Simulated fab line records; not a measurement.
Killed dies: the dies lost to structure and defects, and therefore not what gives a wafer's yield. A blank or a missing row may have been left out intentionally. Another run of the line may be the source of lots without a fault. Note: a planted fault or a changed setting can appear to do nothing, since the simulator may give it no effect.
fab line records + flow n5Finfet + part 2 of 2: steps 16 to 16 of 16
record
- lots=6
- wafers=18
- lastDay=21
route steps=1938 shown HKMG_FIN@435 BEOL_M4@1111 PASSIVATION@1936
lots with no fault: from the same line, run without faults
startH: the number of hours between the record's first day and the start of the first shown wafer of the lot + waitH: hours elapsed since this lot's preceding step + " the same as in the row above + L1.1+2: several wafers, shown together as one row + - no value present, or no start provided + * or withheld: withheld + < > ~ a bound
route shown NAME@n: names a module that has steps shown in the file, with the first one's number in the route + usual: average and standard deviation across the fault-free wafers + same: alike in all rows + chamber/n: place in a boat + sites: the reading at each site + _std_site: how widely they spread, as a standard deviation + _edge_site: outer sites' mean less inner sites' + radiusMm: how far each site lies from the wafer's centre + mask NAME#n: copy n + behind: the tool/chamber that last shaped the wafer + hold: reason for holding the lot/hours on hold/outcome of the hold + device: the transistor (n, p or np) that didn't switch + end of line: tests of these same wafers at the route's end + step lacking rows: just its recipe + killed: dies lost to structure and defects at the first sort, not the wafer's yield + map: a wafer's dies, x killed, . not, _ none there
set.NAME: the run value of the setting; set.NAME@STEP: its run value at that earlier step + model.NAME: the simulator's own value behind a step, which no gauge read
lots seen at some steps along the route; tables by step, rows by wafer
services: when a tool's chamber went out of use (startH, in hours from the record's first day, below 0 if earlier), for how many hours, and the reason
## steps
# step N5_PASSIVATION_PROBE_49
# usual
- defectLimitedYield=91.4/1.4
- killed_at_M0_to_M3=34/9.1
- killed_at_M4_up=14/5.2
- killedAtContacts=12/6.4
- killedAtFrontEnd=38/11
- killedAtOther=3.7/2.8
- killedDies=102/17
- killedOnRim=14/3.9
- killedOpen=68/13
- killedShort=32/7.8
- sort_bin_4_leakage=0.05/0.3
- sort_bin_5_function=5.1/1
- sort_bin_6_memory=3.2/0.66
- sort_bin_8_speed=0.1/0.92
- sortNPass=1076/19
- sortYieldPct=91.2/1.6
# same
- grossDies=1180
- killedAtBackSide=0
| lot.wafer | tool      | chamber | startH | waitH | defectLimitedYield[%] | killed_at_M0_to_M3 | killed_at_M4_up | killedAtContacts | killedAtFrontEnd | killedAtOther | killedDies | killedOnRim | killedOpen | killedShort | sort_bin_4_leakage[%] | sort_bin_5_function[%] | sort_bin_6_memory[%] | sort_bin_8_speed[%] | sortNPass | sortYieldPct[%] |
|-----------|-----------|---------|--------|-------|-----------------------|--------------------|-----------------|------------------|------------------|---------------|------------|-------------|------------|-------------|-----------------------|------------------------|----------------------|---------------------|-----------|-----------------|
| L330.1    | prober-01 | -       | 387.55 | 0.0   | 91.6                  | 46                 | 17              | 3                | 32               | 1             | 99         | 12          | 66         | 25          | 0                     | 4.2                    | 3.9                  | 0                   | 1081      | 91.6            |
| L330.5    | prober-01 | -       | 387.75 | 0.2   | 91.7                  | 29                 | 13              | 6                | 47               | 3             | 98         | 9           | 60         | 35          | 0                     | 5.4                    | 2.5                  | 2.1                 | 1057      | 89.6            |
| L330.6    | prober-01 | -       | 387.80 | 0.3   | 92.3                  | 33                 | 9               | 4                | 42               | 3             | 91         | 10          | 51         | 40          | 0                     | 5.1                    | 2.5                  | 0                   | 1089      | 92.3            |
| L333.1    | prober-02 | -       | 392.25 | 0.0   | 1.8                   | 44                 | 14              | 14               | 1084             | 3             | 1159       | 152         | 78         | 34          | 0                     | 95.1                   | 3.0                  | 0                   | 21        | 1.8             |
| L333.3    | prober-02 | -       | 392.35 | 0.1   | 0.8                   | 42                 | 17              | 22               | 1088             | 2             | 1171       | 147         | 84         | 25          | 0                     | 95.3                   | 4.0                  | 0                   | 9         | 0.8             |
| L333.4    | prober-02 | -       | 392.40 | 0.2   | 0.8                   | 38                 | 23              | 8                | 1099             | 2             | 1170       | 152         | 88         | 24          | 0                     | 95.3                   | 3.6                  | 0                   | 10        | 0.8             |
| L334.1    | prober-02 | -       | 394.22 | 0.0   | 3.4                   | 29                 | 28              | 7                | 1075             | 1             | 1140       | 152         | 58         | 54          | 0                     | 93.1                   | 3.0                  | 0                   | 40        | 3.4             |
| L334.5    | prober-02 | -       | 394.42 | 0.2   | 0.3                   | 30                 | 15              | 11               | 1113             | 7             | 1176       | 148         | 69         | 30          | 0                     | 95.3                   | 4.2                  | 0                   | 4         | 0.3             |
| L334.6    | prober-02 | -       | 394.47 | 0.3   | 3.6                   | 33                 | 22              | 8                | 1072             | 3             | 1138       | 127         | 78         | 26          | 0                     | 92.7                   | 3.5                  | 0                   | 42        | 3.6             |
| L342.3    | prober-01 | -       | 436.21 | 0.1   | 91.5                  | 28                 | 15              | 8                | 42               | 7             | 100        | 21          | 69         | 31          | 0                     | 4.9                    | 3.1                  | 0                   | 1080      | 91.5            |
| L342.5    | prober-01 | -       | 436.31 | 0.2   | 89.2                  | 34                 | 15              | 6                | 69               | 3             | 127        | 16          | 80         | 46          | 0                     | 5.6                    | 4.9                  | 0                   | 1053      | 89.2            |
| L342.6    | prober-01 | -       | 436.36 | 0.3   | 91.1                  | 30                 | 11              | 10               | 53               | 1             | 105        | 15          | 74         | 30          | 0                     | 4.7                    | 3.9                  | 0                   | 1075      | 91.1            |
| L341.1    | prober-01 | -       | 449.12 | 0.0   | 91.4                  | 36                 | 22              | 15               | 26               | 3             | 102        | 15          | 54         | 47          | 0.34                  | 5.0                    | 3.3                  | 0                   | 1074      | 91.0            |
| L341.3    | prober-01 | -       | 449.22 | 0.1   | 91.9                  | 23                 | 28              | 11               | 33               | 0             | 95         | 14          | 67         | 28          | 0.17                  | 4.7                    | 3.1                  | 0                   | 1083      | 91.8            |
| L341.6    | prober-01 | -       | 449.37 | 0.3   | 90.6                  | 50                 | 17              | 16               | 27               | 1             | 111        | 20          | 68         | 42          | 0.85                  | 5.3                    | 3.8                  | 0                   | 1059      | 89.7            |
| L346.1    | prober-02 | -       | 508.63 | 0.0   | 93.1                  | 26                 | 4               | 13               | 26               | 13            | 82         | 11          | 53         | 29          | 0                     | 4.2                    | 2.5                  | 0                   | 1098      | 93.1            |
| L346.4    | prober-02 | -       | 508.78 | 0.2   | 90.6                  | 26                 | 16              | 5                | 57               | 7             | 111        | 12          | 67         | 44          | 0                     | 5.4                    | 3.5                  | 0                   | 1069      | 90.6            |
| L346.6    | prober-02 | -       | 508.88 | 0.3   | 91.4                  | 24                 | 20              | 8                | 42               | 7             | 101        | 5           | 68         | 33          | 0                     | 4.6                    | 3.7                  | 0                   | 1079      | 91.4            |
# killed by level:class
L330.1 BEOL_M1:geometricParticle:open=14 STI_FIN_REVEAL:geometricParticle:open=11 BEOL_M3:geometricParticle:open=9 BEOL_M2:geometricParticle:open=7 BEOL_M4:geometricParticle:open=7 FIN_SAQP:geometricParticle:short=4 DUMMY_GATE:geometricParticle:open=4 BEOL_M2:geometricParticle:short=3
L330.5 STI_FIN_REVEAL:geometricParticle:open=14 FIN_SAQP:geometricParticle:short=12 BEOL_M2:geometricParticle:open=12 GATE_CUT:geometricParticle:short=5 BEOL_M0_SAQP:geometricParticle:short=5 BEOL_M1:geometricParticle:open=5 MOL_CONTACT_COAG:geometricParticle:open=4 BEOL_M3:geometricParticle:open=4
L330.6 FIN_SAQP:geometricParticle:open=10 FIN_SAQP:geometricParticle:short=8 STI_FIN_REVEAL:geometricParticle:open=8 GATE_CUT:geometricParticle:open=6 BEOL_M2:geometricParticle:open=6 BEOL_M4:geometricParticle:open=6 BEOL_M3:geometricParticle:short=5 BEOL_M1:geometricParticle:open=4
L333.1 HKMG_FIN:areaAld=1047 MOL_CONTACT_COAG:geometricParticle:open=13 BEOL_M2:geometricParticle:open=12 BEOL_M3:geometricParticle:open=11 FIN_SAQP:geometricParticle:open=7 BEOL_M0_SAQP:geometricParticle:short=7 BEOL_M5:geometricParticle:open=6 BEOL_M1:geometricParticle:open=5
L333.3 HKMG_FIN:areaAld=1061 MOL_CONTACT_COAG:geometricParticle:open=19 BEOL_M3:geometricParticle:open=13 BEOL_M4:geometricParticle:open=12 BEOL_M2:geometricParticle:open=11 GATE_CUT:geometricParticle:short=7 BEOL_M1:geometricParticle:open=6 STI_FIN_REVEAL:geometricParticle:open=4
L333.4 HKMG_FIN:areaAld=1058 FIN_SAQP:geometricParticle:open=13 BEOL_M2:geometricParticle:open=13 BEOL_M4:geometricParticle:open=13 BEOL_M3:geometricParticle:open=9 MOL_CONTACT_COAG:geometricParticle:open=7 BEOL_M1:geometricParticle:open=6 DUMMY_GATE:geometricParticle:open=5
L334.1 HKMG_FIN:areaAld=1028 FIN_SAQP:geometricParticle:short=21 BEOL_M4:geometricParticle:open=12 FIN_SAQP:geometricParticle:open=6 DUMMY_GATE:geometricParticle:open=6 BEOL_M1:geometricParticle:open=6 BEOL_M0_SAQP:geometricParticle:short=5 MOL_CONTACT_COAG:geometricParticle:short=4
L334.5 HKMG_FIN:areaAld=1074 MOL_CONTACT_COAG:geometricParticle:open=10 BEOL_M0_SAQP:geometricParticle:short=8 FIN_SAQP:geometricParticle:open=7 FIN_SAQP:geometricParticle:short=7 DUMMY_GATE:geometricParticle:open=7 BEOL_M2:geometricParticle:open=7 BEOL_M4:geometricParticle:open=7
L334.6 HKMG_FIN:areaAld=1034 FIN_SAQP:geometricParticle:open=18 BEOL_M4:geometricParticle:open=11 BEOL_M0:geometricParticle:open=7 MOL_CONTACT_COAG:geometricParticle:open=5 BEOL_M0_SAQP:geometricParticle:short=5 BEOL_M0_SAQP:geometricParticle:open=5 STI_FIN_REVEAL:geometricParticle:open=4
L342.3 FIN_SAQP:geometricParticle:open=17 MOL_CONTACT_COAG:geometricParticle:open=8 FIN_SAQP:geometricParticle:short=7 BEOL_M2:geometricParticle:open=7 BEOL_M3:geometricParticle:open=6 BEOL_M4:geometricParticle:open=6 BEOL_M0:geometricParticle:open=4 STI_FIN_REVEAL:geometricParticle:open=3
L342.5 FIN_SAQP:geometricParticle:open=19 FIN_SAQP:geometricParticle:short=13 STI_FIN_REVEAL:geometricParticle:open=10 BEOL_M3:geometricParticle:open=9 STARTING-WAFER:geometricParticle:short=6 BEOL_M0_SAQP:geometricParticle:open=5 MOL_CONTACT_COAG:geometricParticle:open=5 BEOL_M0_SAQP:geometricParticle:short=5
L342.6 FIN_SAQP:geometricParticle:open=19 MOL_CONTACT_COAG:geometricParticle:open=10 BEOL_M3:geometricParticle:open=7 BEOL_M0:geometricParticle:open=6 FIN_SAQP:geometricParticle:short=5 DUMMY_GATE:geometricParticle:open=5 BEOL_M3:geometricParticle:short=5 BEOL_M6:geometricParticle:open=4
L341.1 BEOL_M0_SAQP:geometricParticle:short=10 MOL_CONTACT_COAG:geometricParticle:open=9 BEOL_M0_SAQP:geometricParticle:open=7 MOL_CONTACT_COAG:geometricParticle:short=6 FIN_SAQP:geometricParticle:short=5 BEOL_M4:geometricParticle:short=5 BEOL_M4:geometricParticle:open=5 ILD0:geometricParticle:short=4
L341.3 BEOL_M4:geometricParticle:open=12 STI_FIN_REVEAL:geometricParticle:open=11 BEOL_M0_SAQP:geometricParticle:open=6 MOL_CONTACT_COAG:geometricParticle:short=6 BEOL_M5:geometricParticle:open=6 MOL_CONTACT_COAG:geometricParticle:open=5 BEOL_M6:geometricParticle:open=5 GATE_CUT:geometricParticle:short=4
L341.6 BEOL_M0_SAQP:geometricParticle:short=18 BEOL_M0_SAQP:geometricParticle:open=17 MOL_CONTACT_COAG:geometricParticle:open=13 BEOL_M2:geometricParticle:open=8 BEOL_M4:geometricParticle:open=8 GATE_CUT:geometricParticle:short=6 STI_FIN_REVEAL:geometricParticle:open=4 STARTING-WAFER:geometricParticle:short=4
L346.1 MOL_CONTACT_COAG:geometricParticle:open=8 PAD_METAL:geometricParticle:open=7 DUMMY_GATE:geometricParticle:open=6 BEOL_M0_SAQP:geometricParticle:short=6 PAD_METAL:geometricParticle:short=6 FIN_SAQP:geometricParticle:open=5 MOL_CONTACT_COAG:geometricParticle:short=5 BEOL_M0_SAQP:geometricParticle:open=4
L346.4 DUMMY_GATE:geometricParticle:open=12 GATE_CUT:geometricParticle:short=9 FIN_SAQP:geometricParticle:short=8 BEOL_M3:geometricParticle:open=8 FIN_SAQP:geometricParticle:open=5 STI_FIN_REVEAL:geometricParticle:open=5 BEOL_M1:geometricParticle:open=5 BEOL_M5:geometricParticle:open=5
L346.6 FIN_SAQP:geometricParticle:open=12 BEOL_M4:geometricParticle:open=9 FIN_SAQP:geometricParticle:short=8 DUMMY_GATE:geometricParticle:open=7 BEOL_M5:geometricParticle:open=6 BEOL_M3:geometricParticle:open=6 MOL_CONTACT_COAG:geometricParticle:open=5 BEOL_M0_SAQP:geometricParticle:short=5
# map L333.3 (x killed, . not)
_________________xxxxxx.xxxxx________________
______________xxxxxxxxxxxxxxxxxx_____________
___________xxxxxxxxxxxxxxxxxxxxxxxx__________
__________xxxxxxxxxxxxxxxxxxxxxxxxxx_________
________xxxxxxxxxxxxxxxxxxxxxxxxxxxxxx_______
_______xxxxxxxxxxxxxxxxxxxxxxxxxxxxxxxx______
______xxxxxxxxxxxxxxxxxxxxxxxxxxxxxxxxxx_____
_____xxxxxxxxxxxxxxxxxxxxxxxxxxxxxxxxxxxx____
____xxxxxxxxxxxxxxxxxxxxxxxxxxxxxxxxxxxxxx___
___xxxxxxxxxxxxxxxxxxxxxxxxxxxxxxxxxxxxxxxx__
___xxxxxxxxxxxxxxxxxxxxxxxxxxxxxxxxxxxxxxx.__
__xxxxxxxxxxxxxxxxxxxxxxxxxxxxxxxxxxxxxxxxxx_
__xxxxxxxxxxxxxxxxxxxxxxxxxxxxxxxxxxxxxxxxxx_
_xxxxxxxxxxxxxxxxxxxxxxxxxxxxxxxxxxxxxxxxxxxx
_xxxxxxxxxxxxxxxxxxxxxxxxxxxxxxxxxxxxxxxxxx.x
_xxxxxxxxxxxxxxxxxxxxxxxxxxxxxxxxxxxxxxxxxx.x
_xxxxxxxxxxxxxxxxxxxxxxxxxxxxxxxxxxxxxxxxxxxx
_xxxxxxxxxxxxxxxxxxxxxxxxxxxxxxxxxxxxxxxxxxxx
_xxxxxxxxxxxxxxxxxxxxxxxxxxxxxxxxxxxxxxxxxxxx
_xxxxxxxxxxxxxxxxxxxxxxxxxxxxxxxxxxxxxxxxxxxx
_xxxxxxxxxxxxxxxxxxxxxxxxxxxxxxxxxxxxxxxxxxxx
__xxxxxxxxxxxxxxxxxxxxxxxxxxxxxxxxxxxxxxxxxx_
__xxxxxxxxxxxxxxxxxxxxxxxxxxxxxxxxxxxxxxxxxx_
___xxxxxxxxxxxxxxxxxxxxxxxxxxxxxxxxxxxxxxxx__
___xxxxxxxxxxxxxxxxxxxxxxxxxxxxxxxxxxxxxxxx__
____xxxxxxxxxxxxxxxxxxxxxxxxxxxxxxxxxxxxxx___
_____xxxxxxxxxxxxxxxxxxxxxxxxxxxxxxxxxxxx____
______xxxxxxxxxxxxxxxxxxxxxxxxxxxxxxxxxx_____
_______xxxxxxxxxxxxxxxxxxxxxxxxxxxxxxxx______
________xxxxxxxxxxxxxxxxxxxxxxxxxxxxxx_______
__________xxxxxxxxxxxxxxxxxxxxxxxxxx_________
___________xxxxxxxxxxxxxxxxx.xx.x.x__________
______________xxxxxxxxx.xxxxxxxx_____________
_________________xxxxxxxxxxx.________________
# map L334.5 (x killed, . not)
_________________xxxxxxxxxxxx________________
______________xxxxxxxxxxxxxxxxxx_____________
___________xxxxxxxxxxxxxxxxxxxxxxxx__________
__________xxxxxxxxxxxxxxxxxxxxxxxxxx_________
________xxxxxxxxxxxxxxxxxxxxxxxxxxxxxx_______
_______xxxxxxxxxxxxxxxxxxxxxxxxxxxxxxxx______
______xxxxxxxxxxxxxxxxxxxxxxxxxxxxxxxxxx_____
_____xxxxxxxxxxxxxxxxxxxxxxxxxxxxxxxxxxxx____
____xxxxxxxxxxxxxxxxxxxxxxxxxxxxxxxxxxxxxx___
___xxxxxxxxxxxxxxxxxxxxxxxxxxxxxxxxxxxxxxxx__
___xxxxxxxxxxxxxxxxxxxxxxxxxxxxxxxxxxxxxxxx__
__xxxxxxxxxxxxxxxxxxxxxxxxxxxxxxxxxxxxxxxxxx_
__xxxxxxxxxxxxxxxxxxxxxxxxxxxxxxxxxxxxxxxxxx_
_xxxxxxxxxxxxxxxxxxxxxxxxxxxxxxxxxxxxxxxxxxxx
_xxxxxxxxxxxxxxxxxxxxxxxxxxxxxxxxxxxxxxxxxxxx
_xxxxxxxxxxxxxxxxxxxxxxxxxxxxxxxxxxxxxxxxxxxx
_xxxxxxxxxxxxxxxxxxxxxxxxxxxxxxxxxxxxxxxxxxxx
_xxxxxxxxxxxxxxxxxxxxxxxxxxxxxxxxxxxxxxxxxxxx
_xxxxxxxxxxxxxxxxxxxxxxxxxxxxxxxxxxxxxxxxxxxx
_xxxxxxxxxxxxxxxxxxxxxxxxxxxxxxxxxxxxxxxxxxx.
_xxxxxxxxxxxxxxxxxxxxxxxxxxxxxxxxxxxxxxxxxxxx
__xxxxxxxxxxxxxxxxxxxxxxxxxxxxxxxxxxxxxxxxxx_
__xxxxxxxxxxxxxxxxxxxxxxxxxxxxxxxxxxxxxxxxxx_
___xxxxxxxxxxxxxxxxxxxxxxxxxxxxxxxxxxxxxxxx__
___xxxxxxxxxxxxxxxxxxxxxxxxxxxxxxxxxxxxxxxx__
____xxxxxxxxxxxxxxxxxxxxxxxxxxxxxxxxxxxxx.___
_____xxxxxxxxxxxxxxxxxxxxxxxxxxxxxxxxxxxx____
______xxxxxxxxxxxxxxxxxxxxxxxxxxxxxxxxxx_____
_______xxxxxxxxxxxxxxxxxxxxxxxxxxxxxxxx______
________xxxxxxxxxxxxxxxxxxxxxxxxxxxxxx_______
__________xxxxxxxxxxxxxxxxxxxxxxxxx._________
___________xxxxxxxxxxxxxxxxxxxxxxxx__________
______________xxxxxxxxxxxxxxxxxx_____________
_________________.xxxxxxxxxxx________________
## services
| tool           | chamber | startH | hours | kind                        |
|----------------|---------|--------|-------|-----------------------------|
| aldMetal-04    | 2       | 101.05 | 28.4  | repair                      |
| aldMetal-02    | 2       | 104.99 | 4.0   | repair                      |
| rieDiel-05     | 3       | 105.73 | -     | clean                       |
| rieDiel-05     | 3       | 105.73 | -     | consumableReplace:focusRing |
| plasmaAsher-01 | -       | 106.04 | 2.8   | pm                          |
| rieDiel-01     | 1       | 110.94 | 3.2   | repair                      |
| aldMetal-04    | 1       | 113.95 | 2.2   | repair                      |
| plasmaAsher-02 | -       | 115.22 | 13.2  | repair                      |
| aldMetal-02    | 3       | 120.42 | 5.9   | repair                      |
| rieDiel-01     | -       | 123.84 | 1.0   | repair                      |
| rieDiel-04     | 0       | 130.04 | 8.7   | repair                      |
| rieDiel-01     | -       | 147.93 | 0.5   | repair                      |
| rieDiel-05     | -       | 177.06 | 2.8   | pm                          |
| rieDiel-05     | -       | 188.93 | 0.2   | repair                      |
| aldMetal-02    | 3       | 199.23 | 4.6   | repair                      |
| aldMetal-03    | -       | 202.21 | 8.7   | pm                          |
## key
firstSign
- step=N5_HKMG_FIN_STRIP_88
- reading=toolRecord
- direction=missing
effect
- step=N5_PASSIVATION_PROBE_49
- reading=killedAtFrontEnd
- direction=up
- sigmas=92
- usual=38
- struck=1088
moreKillsBornAt
- N5_HKMG_FIN_NWFM_ALD_20@aldMetal-04=3166
- N5_HKMG_FIN_NWFM_ALD_20@aldMetal-03=3136
metAt N5_HKMG_FIN_STRIP_88
struckWafers L333.1,L333.3,L333.4,L334.1,L334.5,L334.6
laterRowsLeftOut L333.1,L333.3,L333.4,L334.1,L334.5,L334.6
onsetBetween 111.68 129.78
fault
- kind=skippedStepWhole
- tool=plasmaAsher-01,plasmaAsher-02
- chamber=-
- onsetH=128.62
- steps=N5_HKMG_FIN_STRIP_88
- scope=struckLotsOnly
# laterRowsLeftOut: the simulator's readings of these wafers behind a module that went badly wrong aren't trusted and aren't shown, but for the sort
